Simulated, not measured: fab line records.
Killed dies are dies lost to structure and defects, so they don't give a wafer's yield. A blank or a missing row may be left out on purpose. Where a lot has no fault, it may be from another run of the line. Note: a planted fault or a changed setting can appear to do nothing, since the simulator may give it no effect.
The tool behind it: which one? || flow n5 finfet || 24 lots, 72 wafers sampled, at 4 steps of a route of 1938

## WHAT EACH GAUGE READ, for each wafer
N5_BEOL_M2_THK_MEAS_01.
{"lot": "L074", "measured": "day 6 10:05", "on": "film metro-02", "M2_ILD_THK (nm)": "80.0 79.7 79.7"}
{"lot": "L075", "measured": "day 6 15:54", "on": "film metro-02", "M2_ILD_THK (nm)": "77.3 78.4 78.0"}
{"lot": "L076", "measured": "day 6 18:41", "on": "film metro-02", "M2_ILD_THK (nm)": "78.6 79.4 78.8"}
{"lot": "L077", "measured": "day 7 05:00", "on": "film metro-02", "M2_ILD_THK (nm)": "78.4 80.3 78.7"}
{"lot": "L078", "measured": "day 7 10:20", "on": "film metro-02", "M2_ILD_THK (nm)": "79.2 80.5 79.6"}
{"lot": "L079", "measured": "day 7 18:22", "on": "film metro-02", "M2_ILD_THK (nm)": "78.9 78.2 80.1"}
{"lot": "L080", "measured": "day 8 08:16", "on": "film metro-02", "M2_ILD_THK (nm)": "79.2 79.6 79.1"}
{"lot": "L081", "measured": "day 8 13:20", "on": "film metro-01", "M2_ILD_THK (nm)": "77.5 77.9 78.9"}
{"lot": "L082", "measured": "day 8 16:49", "on": "film metro-01", "M2_ILD_THK (nm)": "78.6 79.6 78.5"}
{"lot": "L083", "measured": "day 8 21:13", "on": "film metro-02", "M2_ILD_THK (nm)": "78.5 79.1 80.6"}
{"lot": "L084", "measured": "day 9 07:08", "on": "film metro-01", "M2_ILD_THK (nm)": "78.0 77.3 79.8"}
{"lot": "L085", "measured": "day 9 15:02", "on": "film metro-01", "M2_ILD_THK (nm)": "78.7 79.6 78.3"}
{"lot": "L086", "measured": "day 9 15:13", "on": "film metro-02", "M2_ILD_THK (nm)": "77.0 81.4 79.0"}
{"lot": "L087", "measured": "day 9 21:44", "on": "film metro-01", "M2_ILD_THK (nm)": "77.1 78.9 77.0"}
{"lot": "L088", "measured": "day 10 01:40", "on": "film metro-01", "M2_ILD_THK (nm)": "77.9 77.4 78.3"}
{"lot": "L089", "measured": "day 10 05:47", "on": "film metro-02", "M2_ILD_THK (nm)": "77.2 81.4 78.0"}
{"lot": "L090", "measured": "day 10 18:53", "on": "film metro-01", "M2_ILD_THK (nm)": "77.0 79.6 78.4"}
{"lot": "L091", "measured": "day 10 19:43", "on": "film metro-01", "M2_ILD_THK (nm)": "76.1 76.5 77.6"}
{"lot": "L093", "measured": "day 10 21:01", "on": "film metro-01", "M2_ILD_THK (nm)": "78.2 76.8 79.3"}
{"lot": "L092", "measured": "day 11 00:19", "on": "film metro-02", "M2_ILD_THK (nm)": "77.7 79.5 78.8"}
{"lot": "L094", "measured": "day 12 02:45", "on": "film metro-02", "M2_ILD_THK (nm)": "78.6 77.2 79.9"}
{"lot": "L095", "measured": "day 12 05:15", "on": "film metro-01", "M2_ILD_THK (nm)": "78.2 78.2 78.8"}
{"lot": "L096", "measured": "day 12 06:50", "on": "film metro-02", "M2_ILD_THK (nm)": "79.0 78.1 77.1"}
{"lot": "L097", "measured": "day 12 10:33", "on": "film metro-02", "M2_ILD_THK (nm)": "78.5 80.6 79.7"}

N5_BEOL_M2_CD_MEAS_18: pitch 36 nm, target cd 18 nm.
{"lot": "L074", "measured": "day 6 11:38", "on": "cd sem-01", "cd nm (nm)": "18.2 18.1 17.9"}
{"lot": "L075", "measured": "day 6 18:41", "on": "cd sem-01", "cd nm (nm)": "18.1 18.7 18.0"}
{"lot": "L076", "measured": "day 6 20:00", "on": "cd sem-03", "cd nm (nm)": "18.0 17.8 17.8"}
{"lot": "L077", "measured": "day 7 06:22", "on": "cd sem-02", "cd nm (nm)": "17.8 17.9 18.3"}
{"lot": "L078", "measured": "day 7 12:13", "on": "cd sem-02", "cd nm (nm)": "17.6 17.9 18.2"}
{"lot": "L079", "measured": "day 7 19:59", "on": "cd sem-01", "cd nm (nm)": "18.1 17.7 18.1"}
{"lot": "L080", "measured": "day 8 09:59", "on": "cd sem-03", "cd nm (nm)": "17.8 17.7 18.5"}
{"lot": "L081", "measured": "day 8 16:36", "on": "cd sem-02", "cd nm (nm)": "17.6 18.1 17.5"}
{"lot": "L082", "measured": "day 8 18:50", "on": "cd sem-03", "cd nm (nm)": "18.1 18.5 18.2"}
{"lot": "L083", "measured": "day 8 22:33", "on": "cd sem-02", "cd nm (nm)": "18.4 17.3 18.0"}
{"lot": "L084", "measured": "day 9 10:32", "on": "cd sem-01", "cd nm (nm)": "17.4 17.9 18.2"}
{"lot": "L085", "measured": "day 9 17:01", "on": "cd sem-01", "cd nm (nm)": "18.0 17.9 18.0"}
{"lot": "L086", "measured": "day 9 17:13", "on": "cd sem-02", "cd nm (nm)": "18.3 17.7 17.7"}
{"lot": "L087", "measured": "day 10 00:52", "on": "cd sem-01", "cd nm (nm)": "18.6 18.0 18.1"}
{"lot": "L088", "measured": "day 10 04:18", "on": "cd sem-03", "cd nm (nm)": "18.2 18.3 18.6"}
{"lot": "L089", "measured": "day 10 09:50", "on": "cd sem-01", "cd nm (nm)": "18.3 18.3 18.2"}
{"lot": "L090", "measured": "day 10 20:50", "on": "cd sem-01", "cd nm (nm)": "18.6 17.9 18.3"}
{"lot": "L091", "measured": "day 10 21:33", "on": "cd sem-03", "cd nm (nm)": "18.0 18.0 18.6"}
{"lot": "L093", "measured": "day 10 22:25", "on": "cd sem-02", "cd nm (nm)": "18.3 18.4 18.3"}
{"lot": "L092", "measured": "day 11 01:40", "on": "cd sem-01", "cd nm (nm)": "18.4 18.2 17.9"}
{"lot": "L094", "measured": "day 12 06:05", "on": "cd sem-01", "cd nm (nm)": "18.7 18.3 18.4"}
{"lot": "L095", "measured": "day 12 06:50", "on": "cd sem-01", "cd nm (nm)": "18.5 18.3 18.0"}
{"lot": "L096", "measured": "day 12 09:59", "on": "cd sem-02", "cd nm (nm)": "18.5 18.0 18.2"}
{"lot": "L097", "measured": "day 12 14:07", "on": "cd sem-03", "cd nm (nm)": "18.3 18.6 17.7"}

## TOOL THAT RAN EACH LOT (tool first, then ch and the chambers of the sampled wafers, then the start)
{"lot": "L074", "N5_BEOL_M2_DESCUM_16": "rie diel-03 ch 0,3, day 6 11:12", "N5_BEOL_M2_ETCH_64": "rie diel-03 ch 0,3, day 6 11:17"}
{"lot": "L075", "N5_BEOL_M2_DESCUM_16": "rie diel-04 ch 0,2, day 6 18:09", "N5_BEOL_M2_ETCH_64": "rie diel-04 ch 0,2, day 6 18:14"}
{"lot": "L076", "N5_BEOL_M2_DESCUM_16": "rie diel-04 ch 0,1,3, day 6 19:34", "N5_BEOL_M2_ETCH_64": "rie diel-04 ch 0,1,3, day 6 19:39"}
{"lot": "L077", "N5_BEOL_M2_DESCUM_16": "rie diel-04 ch 0,3, day 7 05:55", "N5_BEOL_M2_ETCH_64": "rie diel-04 ch 0,3, day 7 05:59"}
{"lot": "L078", "N5_BEOL_M2_DESCUM_16": "rie diel-04 ch 0,1,3, day 7 11:46", "N5_BEOL_M2_ETCH_64": "rie diel-04 ch 0,1,3, day 7 11:50"}
{"lot": "L079", "N5_BEOL_M2_DESCUM_16": "rie diel-05 ch 0,2, day 7 19:32", "N5_BEOL_M2_ETCH_64": "rie diel-05 ch 0,2, day 7 19:37"}
{"lot": "L080", "N5_BEOL_M2_DESCUM_16": "rie diel-04 ch 0,1,2, day 8 09:33", "N5_BEOL_M2_ETCH_64": "rie diel-04 ch 0,1,2, day 8 09:38"}
{"lot": "L081", "N5_BEOL_M2_DESCUM_16": "rie diel-05 ch 0,1, day 8 16:03", "N5_BEOL_M2_ETCH_64": "rie diel-05 ch 0,1, day 8 16:08"}
{"lot": "L082", "N5_BEOL_M2_DESCUM_16": "rie diel-03 ch 0,1,3, day 8 18:19", "N5_BEOL_M2_ETCH_64": "rie diel-03 ch 0,1,3, day 8 18:24"}
{"lot": "L083", "N5_BEOL_M2_DESCUM_16": "rie diel-04 ch 0,2, day 8 22:07", "N5_BEOL_M2_ETCH_64": "rie diel-04 ch 0,2, day 8 22:12"}
{"lot": "L084", "N5_BEOL_M2_DESCUM_16": "rie diel-05 ch 1,3, day 9 10:06", "N5_BEOL_M2_ETCH_64": "rie diel-05 ch 1,3, day 9 10:11"}
{"lot": "L085", "N5_BEOL_M2_DESCUM_16": "rie diel-04 ch 1,2,3, day 9 16:33", "N5_BEOL_M2_ETCH_64": "rie diel-04 ch 1,2,3, day 9 16:38"}
{"lot": "L086", "N5_BEOL_M2_DESCUM_16": "rie diel-03 ch 0,1,2, day 9 16:35", "N5_BEOL_M2_ETCH_64": "rie diel-03 ch 0,1,2, day 9 16:40"}
{"lot": "L087", "N5_BEOL_M2_DESCUM_16": "rie diel-05 ch 1,2,3, day 10 00:25", "N5_BEOL_M2_ETCH_64": "rie diel-05 ch 1,2,3, day 10 00:29"}
{"lot": "L088", "N5_BEOL_M2_DESCUM_16": "rie diel-03 ch 1,3, day 10 03:52", "N5_BEOL_M2_ETCH_64": "rie diel-03 ch 1,3, day 10 03:56"}
{"lot": "L089", "N5_BEOL_M2_DESCUM_16": "rie diel-03 ch 1,3, day 10 09:23", "N5_BEOL_M2_ETCH_64": "rie diel-03 ch 1,3, day 10 09:28"}
{"lot": "L090", "N5_BEOL_M2_DESCUM_16": "rie diel-03 ch 0,1,3, day 10 20:23", "N5_BEOL_M2_ETCH_64": "rie diel-03 ch 0,1,3, day 10 20:28"}
{"lot": "L091", "N5_BEOL_M2_DESCUM_16": "rie diel-03 ch 0,1,2, day 10 21:07", "N5_BEOL_M2_ETCH_64": "rie diel-03 ch 0,1,2, day 10 21:12"}
{"lot": "L093", "N5_BEOL_M2_DESCUM_16": "rie diel-05 ch 1,2, day 10 21:59", "N5_BEOL_M2_ETCH_64": "rie diel-05 ch 1,2, day 10 22:04"}
{"lot": "L092", "N5_BEOL_M2_DESCUM_16": "rie diel-05 ch 1,2, day 11 01:12", "N5_BEOL_M2_ETCH_64": "rie diel-05 ch 1,2, day 11 01:17"}
{"lot": "L094", "N5_BEOL_M2_DESCUM_16": "rie diel-04 ch 0,1,3, day 12 05:34", "N5_BEOL_M2_ETCH_64": "rie diel-04 ch 0,1,3, day 12 05:38"}
{"lot": "L095", "N5_BEOL_M2_DESCUM_16": "rie diel-04 ch 0,3, day 12 06:19", "N5_BEOL_M2_ETCH_64": "rie diel-04 ch 0,3, day 12 06:24"}
{"lot": "L096", "N5_BEOL_M2_DESCUM_16": "rie diel-05 ch 0,1,3, day 12 09:24", "N5_BEOL_M2_ETCH_64": "rie diel-05 ch 0,1,3, day 12 09:29"}
{"lot": "L097", "N5_BEOL_M2_DESCUM_16": "rie diel-04 ch 1,2,3, day 12 13:40", "N5_BEOL_M2_ETCH_64": "rie diel-04 ch 1,2,3, day 12 13:45"}
- N5_BEOL_M2_DESCUM_16: chemistry O2, time 7 s.
- N5_BEOL_M2_ETCH_64: etches SOC in N2/H2, target depth 75 nm, overetch 22.5 nm, time 121.9 s.

## AS READ BY THE TOOLS THEMSELVES (means over the sampled wafers that have a number; for cases with no such wafer, the mark the record gives instead)
N5_BEOL_M2_DESCUM_16.
{"lot": "L074", "tool": "rie diel-03", "drypump motor current A (A)": 5.7, "oes product au (a.u.)": 0.79, "rf vpp V (V)": 243.8, "showerhead plenum p Torr (Torr)": 2.15, "throttle valve pct (%)": 20.24}
{"lot": "L075", "tool": "rie diel-04", "drypump motor current A (A)": 5.8, "oes product au (a.u.)": 0.73, "rf vpp V (V)": 242.6, "showerhead plenum p Torr (Torr)": 2.06, "throttle valve pct (%)": 20.68}
{"lot": "L076", "tool": "rie diel-04", "drypump motor current A (A)": 6.0, "oes product au (a.u.)": 0.76, "rf vpp V (V)": 245.0, "showerhead plenum p Torr (Torr)": 2.15, "throttle valve pct (%)": 20.63}
{"lot": "L077", "tool": "rie diel-04", "drypump motor current A (A)": 6.2, "oes product au (a.u.)": 0.70, "rf vpp V (V)": 243.9, "showerhead plenum p Torr (Torr)": 2.16, "throttle valve pct (%)": 20.92}
{"lot": "L078", "tool": "rie diel-04", "drypump motor current A (A)": 6.1, "oes product au (a.u.)": 0.75, "rf vpp V (V)": 243.3, "showerhead plenum p Torr (Torr)": 2.14, "throttle valve pct (%)": 20.63}
{"lot": "L079", "tool": "rie diel-05", "drypump motor current A (A)": 6.1, "oes product au (a.u.)": 0.85, "rf vpp V (V)": 244.4, "showerhead plenum p Torr (Torr)": 2.20, "throttle valve pct (%)": 20.23}
{"lot": "L080", "tool": "rie diel-04", "drypump motor current A (A)": 6.0, "oes product au (a.u.)": 0.76, "rf vpp V (V)": 242.8, "showerhead plenum p Torr (Torr)": 2.09, "throttle valve pct (%)": 20.58}
{"lot": "L081", "tool": "rie diel-05", "drypump motor current A (A)": 6.3, "oes product au (a.u.)": 0.77, "rf vpp V (V)": 243.4, "showerhead plenum p Torr (Torr)": 2.12, "throttle valve pct (%)": 20.37}
{"lot": "L082", "tool": "rie diel-03", "drypump motor current A (A)": 5.7, "oes product au (a.u.)": 0.83, "rf vpp V (V)": 243.5, "showerhead plenum p Torr (Torr)": 2.12, "throttle valve pct (%)": 20.34}
{"lot": "L083", "tool": "rie diel-04", "drypump motor current A (A)": 6.1, "oes product au (a.u.)": 0.71, "rf vpp V (V)": 243.3, "showerhead plenum p Torr (Torr)": 2.10, "throttle valve pct (%)": 20.88}
{"lot": "L084", "tool": "rie diel-05", "drypump motor current A (A)": 5.6, "oes product au (a.u.)": 0.70, "rf vpp V (V)": 241.8, "showerhead plenum p Torr (Torr)": 2.00, "throttle valve pct (%)": 20.34}
{"lot": "L085", "tool": "rie diel-04", "drypump motor current A (A)": 5.7, "oes product au (a.u.)": 0.82, "rf vpp V (V)": 242.8, "showerhead plenum p Torr (Torr)": 2.09, "throttle valve pct (%)": 20.38}
{"lot": "L086", "tool": "rie diel-03", "drypump motor current A (A)": 5.8, "oes product au (a.u.)": 0.74, "rf vpp V (V)": 243.4, "showerhead plenum p Torr (Torr)": 2.09, "throttle valve pct (%)": 20.29}
{"lot": "L087", "tool": "rie diel-05", "drypump motor current A (A)": 5.5, "oes product au (a.u.)": 0.76, "rf vpp V (V)": 243.7, "showerhead plenum p Torr (Torr)": 2.08, "throttle valve pct (%)": 20.22}
{"lot": "L088", "tool": "rie diel-03", "drypump motor current A (A)": 5.7, "oes product au (a.u.)": 0.87, "rf vpp V (V)": 244.5, "showerhead plenum p Torr (Torr)": 2.10, "throttle valve pct (%)": 20.44}
{"lot": "L089", "tool": "rie diel-03", "drypump motor current A (A)": 5.7, "oes product au (a.u.)": 0.86, "rf vpp V (V)": 242.9, "showerhead plenum p Torr (Torr)": 2.10, "throttle valve pct (%)": 20.45}
{"lot": "L090", "tool": "rie diel-03", "drypump motor current A (A)": 5.7, "oes product au (a.u.)": 0.80, "rf vpp V (V)": 244.1, "showerhead plenum p Torr (Torr)": 2.11, "throttle valve pct (%)": 20.38}
{"lot": "L091", "tool": "rie diel-03", "drypump motor current A (A)": 5.8, "oes product au (a.u.)": 0.83, "rf vpp V (V)": 244.4, "showerhead plenum p Torr (Torr)": 2.17, "throttle valve pct (%)": 20.20}
{"lot": "L093", "tool": "rie diel-05", "drypump motor current A (A)": 5.4, "oes product au (a.u.)": 0.75, "rf vpp V (V)": 243.0, "showerhead plenum p Torr (Torr)": 2.04, "throttle valve pct (%)": 20.15}
{"lot": "L092", "tool": "rie diel-05", "drypump motor current A (A)": 5.3, "oes product au (a.u.)": 0.80, "rf vpp V (V)": 244.3, "showerhead plenum p Torr (Torr)": 2.12, "throttle valve pct (%)": 20.02}
{"lot": "L094", "tool": "rie diel-04", "drypump motor current A (A)": 6.1, "oes product au (a.u.)": 0.88, "rf vpp V (V)": 243.4, "showerhead plenum p Torr (Torr)": 2.13, "throttle valve pct (%)": 20.46}
{"lot": "L095", "tool": "rie diel-04", "drypump motor current A (A)": 5.9, "oes product au (a.u.)": 0.91, "rf vpp V (V)": 243.2, "showerhead plenum p Torr (Torr)": 2.15, "throttle valve pct (%)": 20.53}
{"lot": "L096", "tool": "rie diel-05", "drypump motor current A (A)": 6.0, "oes product au (a.u.)": 0.71, "rf vpp V (V)": 243.1, "showerhead plenum p Torr (Torr)": 2.07, "throttle valve pct (%)": 20.43}
{"lot": "L097", "tool": "rie diel-04", "drypump motor current A (A)": 5.8, "oes product au (a.u.)": 0.81, "rf vpp V (V)": 243.3, "showerhead plenum p Torr (Torr)": 2.08, "throttle valve pct (%)": 20.42}

N5_BEOL_M2_ETCH_64.
{"lot": "L074", "tool": "rie diel-03", "drypump motor current A (A)": 5.7, "oes product au (a.u.)": 0.61, "rf vpp V (V)": 525.1, "showerhead plenum p Torr (Torr)": 2.57, "throttle valve pct (%)": 17.45}
{"lot": "L075", "tool": "rie diel-04", "drypump motor current A (A)": 5.8, "oes product au (a.u.)": 0.56, "rf vpp V (V)": 522.2, "showerhead plenum p Torr (Torr)": 2.49, "throttle valve pct (%)": 17.99}
{"lot": "L076", "tool": "rie diel-04", "drypump motor current A (A)": 6.1, "oes product au (a.u.)": 0.57, "rf vpp V (V)": 525.2, "showerhead plenum p Torr (Torr)": 2.60, "throttle valve pct (%)": 17.96}
{"lot": "L077", "tool": "rie diel-04", "drypump motor current A (A)": 6.2, "oes product au (a.u.)": 0.54, "rf vpp V (V)": 524.9, "showerhead plenum p Torr (Torr)": 2.60, "throttle valve pct (%)": 18.23}
{"lot": "L078", "tool": "rie diel-04", "drypump motor current A (A)": 6.1, "oes product au (a.u.)": 0.57, "rf vpp V (V)": 525.8, "showerhead plenum p Torr (Torr)": 2.60, "throttle valve pct (%)": 17.98}
{"lot": "L079", "tool": "rie diel-05", "drypump motor current A (A)": 6.1, "oes product au (a.u.)": 0.65, "rf vpp V (V)": 528.3, "showerhead plenum p Torr (Torr)": 2.70, "throttle valve pct (%)": 17.77}
{"lot": "L080", "tool": "rie diel-04", "drypump motor current A (A)": 6.0, "oes product au (a.u.)": 0.58, "rf vpp V (V)": 523.4, "showerhead plenum p Torr (Torr)": 2.54, "throttle valve pct (%)": 17.96}
{"lot": "L081", "tool": "rie diel-05", "drypump motor current A (A)": 6.3, "oes product au (a.u.)": 0.59, "rf vpp V (V)": 525.7, "showerhead plenum p Torr (Torr)": 2.59, "throttle valve pct (%)": 17.88}
{"lot": "L082", "tool": "rie diel-03", "drypump motor current A (A)": 5.7, "oes product au (a.u.)": 0.63, "rf vpp V (V)": 524.4, "showerhead plenum p Torr (Torr)": 2.56, "throttle valve pct (%)": 17.67}
{"lot": "L083", "tool": "rie diel-04", "drypump motor current A (A)": 6.1, "oes product au (a.u.)": 0.54, "rf vpp V (V)": 523.5, "showerhead plenum p Torr (Torr)": 2.54, "throttle valve pct (%)": 18.21}
{"lot": "L084", "tool": "rie diel-05", "drypump motor current A (A)": 5.6, "oes product au (a.u.)": 0.53, "rf vpp V (V)": 520.3, "showerhead plenum p Torr (Torr)": 2.44, "throttle valve pct (%)": 17.77}
{"lot": "L085", "tool": "rie diel-04", "drypump motor current A (A)": 5.8, "oes product au (a.u.)": 0.63, "rf vpp V (V)": 523.7, "showerhead plenum p Torr (Torr)": 2.54, "throttle valve pct (%)": 17.70}
{"lot": "L086", "tool": "rie diel-03", "drypump motor current A (A)": 5.8, "oes product au (a.u.)": 0.56, "rf vpp V (V)": 523.9, "showerhead plenum p Torr (Torr)": 2.53, "throttle valve pct (%)": 17.69}
{"lot": "L087", "tool": "rie diel-05", "drypump motor current A (A)": 5.5, "oes product au (a.u.)": 0.57, "rf vpp V (V)": 523.3, "showerhead plenum p Torr (Torr)": 2.54, "throttle valve pct (%)": 17.69}
{"lot": "L088", "tool": "rie diel-03", "drypump motor current A (A)": 5.7, "oes product au (a.u.)": 0.65, "rf vpp V (V)": 523.9, "showerhead plenum p Torr (Torr)": 2.56, "throttle valve pct (%)": 17.88}
{"lot": "L089", "tool": "rie diel-03", "drypump motor current A (A)": 5.7, "oes product au (a.u.)": 0.65, "rf vpp V (V)": 523.3, "showerhead plenum p Torr (Torr)": 2.55, "throttle valve pct (%)": 17.88}
{"lot": "L090", "tool": "rie diel-03", "drypump motor current A (A)": 5.7, "oes product au (a.u.)": 0.61, "rf vpp V (V)": 524.0, "showerhead plenum p Torr (Torr)": 2.55, "throttle valve pct (%)": 17.71}
{"lot": "L091", "tool": "rie diel-03", "drypump motor current A (A)": 5.8, "oes product au (a.u.)": 0.63, "rf vpp V (V)": 526.3, "showerhead plenum p Torr (Torr)": 2.63, "throttle valve pct (%)": 17.57}
{"lot": "L093", "tool": "rie diel-05", "drypump motor current A (A)": 5.5, "oes product au (a.u.)": 0.57, "rf vpp V (V)": 523.9, "showerhead plenum p Torr (Torr)": 2.51, "throttle valve pct (%)": 17.72}
{"lot": "L092", "tool": "rie diel-05", "drypump motor current A (A)": 5.3, "oes product au (a.u.)": 0.62, "rf vpp V (V)": 526.4, "showerhead plenum p Torr (Torr)": 2.61, "throttle valve pct (%)": 17.65}
{"lot": "L094", "tool": "rie diel-04", "drypump motor current A (A)": 6.1, "oes product au (a.u.)": 0.67, "rf vpp V (V)": 524.8, "showerhead plenum p Torr (Torr)": 2.58, "throttle valve pct (%)": 17.76}
{"lot": "L095", "tool": "rie diel-04", "drypump motor current A (A)": 5.9, "oes product au (a.u.)": 0.68, "rf vpp V (V)": 526.3, "showerhead plenum p Torr (Torr)": 2.59, "throttle valve pct (%)": 17.75}
{"lot": "L096", "tool": "rie diel-05", "drypump motor current A (A)": 6.0, "oes product au (a.u.)": 0.54, "rf vpp V (V)": 523.6, "showerhead plenum p Torr (Torr)": 2.52, "throttle valve pct (%)": 17.87}
{"lot": "L097", "tool": "rie diel-04", "drypump motor current A (A)": 5.8, "oes product au (a.u.)": 0.60, "rf vpp V (V)": 523.7, "showerhead plenum p Torr (Torr)": 2.53, "throttle valve pct (%)": 17.73}

## THE ANSWER, worked out from the rows above alone
Rule: the usual values come from the lots themselves. Put in order of their means at a reading, lots are off if they are a third of the lots or fewer, leave a main group of 4 or more, and stand apart from it by a gap of 3 or more times the standard deviation of the main group's means; of several such gaps the widest counts. If all means in a main group match to the digits the tables above print for the reading, that group is not used. Also off: a lot with no number at a reading for which 4 or more lots have one. The other lots that the step has rows for count as sound. After the gauges, taken in route order, come the tools' own readings; for these a lot's mean is taken, as printed above. At the first step where some lot is off, the reading lying furthest off is the one used; lots without a number count as furthest.
Across all readings shown, no lot is off: no conclusion can be drawn from this.

## WHAT THE SIMULATOR HAD INSERTED
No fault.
